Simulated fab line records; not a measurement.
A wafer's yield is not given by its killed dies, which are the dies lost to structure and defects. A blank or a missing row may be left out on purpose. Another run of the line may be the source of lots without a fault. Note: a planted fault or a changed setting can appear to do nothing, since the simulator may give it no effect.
Matching of chambers :: flow nand harc :: NHARC_A_STAIRCASE_TRIM_20 on rie diel-06: 4 sister chambers
The step chemistry O2, time 211.2 s. 14 wafers are shown with their chamber, then 7 later ones without.

== WAFERS PAIRED WITH THEIR CHAMBERS ==
wafer: L512.2
chamber: 3
drypump motor current A (A): 5.2
showerhead plenum p Torr (Torr): 3.51
run length s (s): 232.0

wafer: L512.4
chamber: 2
drypump motor current A (A): 5.3
showerhead plenum p Torr (Torr): 3.60
run length s (s): 233.9

wafer: L512.5
chamber: 3
drypump motor current A (A): 5.2
showerhead plenum p Torr (Torr): 3.51
run length s (s): 231.6

wafer: L515.1
chamber: 1
drypump motor current A (A): 5.9
showerhead plenum p Torr (Torr): 3.47
run length s (s): 231.6

wafer: L515.3
chamber: 2
drypump motor current A (A): 5.3
showerhead plenum p Torr (Torr): 3.60
run length s (s): 233.2

wafer: L515.5
chamber: 0
drypump motor current A (A): 6.0
showerhead plenum p Torr (Torr): 3.56
run length s (s): 232.3

wafer: L517.1
chamber: 1
drypump motor current A (A): 5.9
showerhead plenum p Torr (Torr): 3.46
run length s (s): 231.9

wafer: L517.2
chamber: 2
drypump motor current A (A): 5.4
showerhead plenum p Torr (Torr): 3.59
run length s (s): 233.5

wafer: L517.6
chamber: 0
drypump motor current A (A): 6.1
showerhead plenum p Torr (Torr): 3.55
run length s (s): 232.1

wafer: L518.2
chamber: 0
drypump motor current A (A): 6.1
showerhead plenum p Torr (Torr): 3.55
run length s (s): 232.2

wafer: L518.3
chamber: 3
drypump motor current A (A): 5.2
showerhead plenum p Torr (Torr): 3.50
run length s (s): 231.7

wafer: L518.6
chamber: 0
drypump motor current A (A): 6.1
showerhead plenum p Torr (Torr): 3.55
run length s (s): 232.7

wafer: L521.2
chamber: 1
drypump motor current A (A): 5.9
showerhead plenum p Torr (Torr): 3.45
run length s (s): 231.9

wafer: L521.4
chamber: 3
drypump motor current A (A): 5.2
showerhead plenum p Torr (Torr): 3.49
run length s (s): 231.7

SIGNATURES (means of the wafers above)
reading: drypump motor current A
chamber 0: 6.075
chamber 1: 5.900
chamber 2: 5.333
chamber 3: 5.200
scatter within a chamber: 0.0376

reading: showerhead plenum p Torr
chamber 0: 3.5525
chamber 1: 3.4600
chamber 2: 3.5967
chamber 3: 3.5025
scatter within a chamber: 0.00785

reading: run length s
chamber 0: 232.325
chamber 1: 231.800
chamber 2: 233.533
chamber 3: 231.750
scatter within a chamber: 0.246
Rule: for a wafer and a chamber, the distance is found by dividing, reading by reading, the gap between the wafer's reading and the chamber's mean by the reading's scatter, squaring, summing and taking the root. If the next closest chamber is less than 2 further off than the closest, the wafer can't be placed; otherwise it belongs to the closest. How the scatter is found: for the shown wafers, subtract from each reading the mean of its chamber, square and add these, divide the total by (wafers less chambers), then take the root.

== WAFERS WHOSE CHAMBER IS MISSING ==
wafer: L521.6
drypump motor current A (A): 5.9
showerhead plenum p Torr (Torr): 3.45
run length s (s): 231.9

wafer: L531.1
drypump motor current A (A): 5.2
showerhead plenum p Torr (Torr): 3.48
run length s (s): 232.3

wafer: L531.2
drypump motor current A (A): 5.3
showerhead plenum p Torr (Torr): 3.57
run length s (s): 233.5

wafer: L531.6
drypump motor current A (A): 5.9
showerhead plenum p Torr (Torr): 3.44
run length s (s): 231.6

wafer: L533.2
drypump motor current A (A): 5.9
showerhead plenum p Torr (Torr): 3.44
run length s (s): 231.7

wafer: L533.3
drypump motor current A (A): 6.1
showerhead plenum p Torr (Torr): 3.53
run length s (s): 232.1

wafer: L533.5
drypump motor current A (A): 5.3
showerhead plenum p Torr (Torr): 3.57
run length s (s): 233.9

== WHICH CHAMBER EACH ONE RAN IN ==
wafer: L521.6
from the rows above: 1
in truth: 1

wafer: L531.1
from the rows above: 3
in truth: 3

wafer: L531.2
from the rows above: 2
in truth: 2

wafer: L531.6
from the rows above: 1
in truth: 1

wafer: L533.2
from the rows above: 1
in truth: 1

wafer: L533.3
from the rows above: 0
in truth: 0

wafer: L533.5
from the rows above: 2
in truth: 2
7 of 7 placed correctly. Not placeable from these rows: 0. Number placed wrongly: 0.
